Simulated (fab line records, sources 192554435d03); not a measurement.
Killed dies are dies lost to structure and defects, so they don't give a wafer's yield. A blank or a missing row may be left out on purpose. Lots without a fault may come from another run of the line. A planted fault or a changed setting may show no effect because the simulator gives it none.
Which tool did it? | flow n5_finfet | 10 lots, 27 wafers sampled, at 3 steps of a route of 1938

WHAT THE GAUGES READ, wafer by wafer
N5_PMOS_HMC_CHANNEL_EPI_THK_MEAS_22.
lot  | measured    | on            | HMC_CMP_THK (nm)
L960 | day 2 07:38 | film_metro-02 | 54.0 53.8 54.5
L964 | day 3 07:45 | film_metro-02 | 39.4 51.6
L965 | day 3 14:07 | film_metro-02 | 41.3 55.6
L967 | day 4 01:20 | film_metro-02 | 51.9 41.4
L972 | day 5 07:41 | film_metro-01 | 54.6 54.1 55.0
L973 | day 5 14:14 | film_metro-01 | 54.8 54.0 54.5
L974 | day 5 19:46 | film_metro-01 | 55.2 52.4 52.1
L977 | day 6 15:47 | film_metro-01 | 55.3 55.1 55.2
L979 | day 7 02:29 | film_metro-01 | 54.6 54.9 54.4
L981 | day 7 13:53 | film_metro-02 | 57.4 52.1 54.9

WHICH TOOL RAN EACH LOT (tool, then ch and the chambers of the sampled wafers, then the start)
lot  | N5_WELL_APT_RTA_34              | N5_PMOS_HMC_CHANNEL_EPI_FIN_RECESS_16
L960 | rtp_anneal-01 ch 0, day 2 04:01 | rie_si-06 ch 0,3, day 2 05:49
L964 | rtp_anneal-01 ch 0, day 3 04:02 | rie_si-05 ch 0,3, day 3 05:57
L965 | rtp_anneal-02 ch 0, day 3 10:15 | rie_si-05 ch 1,2, day 3 12:19
L967 | rtp_anneal-02 ch 0, day 3 21:44 | rie_si-05 ch 0,1, day 3 23:33
L972 | rtp_anneal-01 ch 0, day 5 03:56 | rie_si-06 ch 0,1,2, day 5 05:47
L973 | rtp_anneal-01 ch 0, day 5 10:31 | rie_si-06 ch 1,2, day 5 12:23
L974 | rtp_anneal-01 ch 0, day 5 15:47 | rie_si-04 ch 0,1,3, day 5 17:58
L977 | rtp_anneal-02 ch 0, day 6 10:46 | rie_si-05 ch 1,2,3, day 6 13:58
L979 | rtp_anneal-01 ch 0, day 6 22:44 | rie_si-06 ch 0,1,3, day 7 00:41
L981 | rtp_anneal-01 ch 0, day 7 10:12 | rie_si-05 ch 0,1,3, day 7 12:05
- N5_WELL_APT_RTA_34: time 10 s.
- N5_PMOS_HMC_CHANNEL_EPI_FIN_RECESS_16: chemistry HBr/Cl2, target Si, target depth 54 nm, time 18 s.

THE ANSWER, worked out from the rows above alone
Rule: what is usual is taken from the lots themselves. Put in order of their means at a reading, lots are off if they are a third of the lots or fewer, leave a main group of 4 or more, and stand apart from it by a gap of 3 or more times the standard deviation of the main group's means; of several such gaps the widest counts. A main group whose means are all the same, to the digits that the tables above print for the reading, isn't used. A lot without any number at a reading at which 4 lots or more have one is off too. The other lots that the step has rows for count as sound.
Off: L964, L965, L967, at N5_PMOS_HMC_CHANNEL_EPI_THK_MEAS_22 (HMC_CMP_THK). The main group: mean 54.4 nm, standard deviation 0.58.
A tool fits if, at a process step before that reading, it ran every lot that is off, and no sound lot after the first of them. The gauges at N5_PMOS_HMC_CHANNEL_EPI_THK_MEAS_22 are tried like those tools. None of those tried fits.

WHAT THE SIMULATOR HAD PUT IN
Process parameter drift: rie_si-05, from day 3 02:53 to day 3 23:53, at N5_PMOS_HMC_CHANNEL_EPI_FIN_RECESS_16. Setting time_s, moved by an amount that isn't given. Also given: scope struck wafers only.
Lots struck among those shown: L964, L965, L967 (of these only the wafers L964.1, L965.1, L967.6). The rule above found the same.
